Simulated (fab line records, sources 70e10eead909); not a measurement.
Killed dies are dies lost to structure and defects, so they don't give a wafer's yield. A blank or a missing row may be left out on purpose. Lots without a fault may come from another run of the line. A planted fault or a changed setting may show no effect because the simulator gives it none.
Which tool did it? | flow nand_harc | 7 lots, 21 wafers sampled, at 3 steps of a route of 1302

WHAT THE GAUGES READ, wafer by wafer
NHARC_P_CONTACT_CD_MEAS_12: target cd 90 nm.
lot  | measured     | on        | cd_nm (nm)
L583 | day 6 21:20  | cd_sem-02 | 88.3 89.2 88.6
L589 | day 9 08:49  | cd_sem-01 | 97.9 89.1 89.7
L593 | day 10 15:32 | cd_sem-01 | 88.9 90.6 89.6
L596 | day 11 23:33 | cd_sem-02 | 89.7 88.9 88.6
L598 | day 12 18:29 | cd_sem-03 | 89.2 88.8 88.6
L601 | day 14 06:22 | cd_sem-02 | 90.2 89.2 89.1
L604 | day 15 16:55 | cd_sem-01 | 89.5 91.1 90.3

WHICH TOOL RAN EACH LOT (tool, then ch and the chambers of the sampled wafers, then the start)
lot  | NHARC_P_GATE_STRIP_95                | NHARC_P_CONTACT_PEB_10
L583 | plasma_asher-01 ch 0,1, day 6 17:53  | litho_track-06 ch 0, day 6 21:16
L589 | plasma_asher-01 ch 0,1, day 9 05:20  | litho_track-06 ch 0, day 9 08:44
L593 | plasma_asher-01 ch 0,1, day 10 12:07 | litho_track-01 ch 0, day 10 15:28
L596 | plasma_asher-02 ch 0, day 11 19:59   | litho_track-01 ch 0, day 11 23:28
L598 | plasma_asher-01 ch 0,1, day 12 15:09 | litho_track-06 ch 0, day 12 18:25
L601 | plasma_asher-01 ch 0,1, day 14 02:51 | litho_track-06 ch 0, day 14 06:17
L604 | plasma_asher-02 ch 0,1, day 15 13:37 | litho_track-04 ch 0, day 15 16:50
- NHARC_P_GATE_STRIP_95: strips in O2.
- NHARC_P_CONTACT_PEB_10: peb time 65 s.

THE ANSWER, worked out from the rows above alone
Rule: what is usual is taken from the lots themselves. Put in order of their means at a reading, lots are off if they are a third of the lots or fewer, leave a main group of 4 or more, and stand apart from it by a gap of 3 or more times the standard deviation of the main group's means; of several such gaps the widest counts. A main group whose means are all the same, to the digits that the tables above print for the reading, isn't used. A lot without any number at a reading at which 4 lots or more have one is off too. The other lots that the step has rows for count as sound.
Off: L589, at NHARC_P_CONTACT_CD_MEAS_12 (cd_nm). The main group: mean 89.4 nm, standard deviation 0.55.
A tool fits if, at a process step before that reading, it ran every lot that is off, and no sound lot after the first of them. The gauges at NHARC_P_CONTACT_CD_MEAS_12 are tried like those tools. None of those tried fits.

WHAT THE SIMULATOR HAD PUT IN
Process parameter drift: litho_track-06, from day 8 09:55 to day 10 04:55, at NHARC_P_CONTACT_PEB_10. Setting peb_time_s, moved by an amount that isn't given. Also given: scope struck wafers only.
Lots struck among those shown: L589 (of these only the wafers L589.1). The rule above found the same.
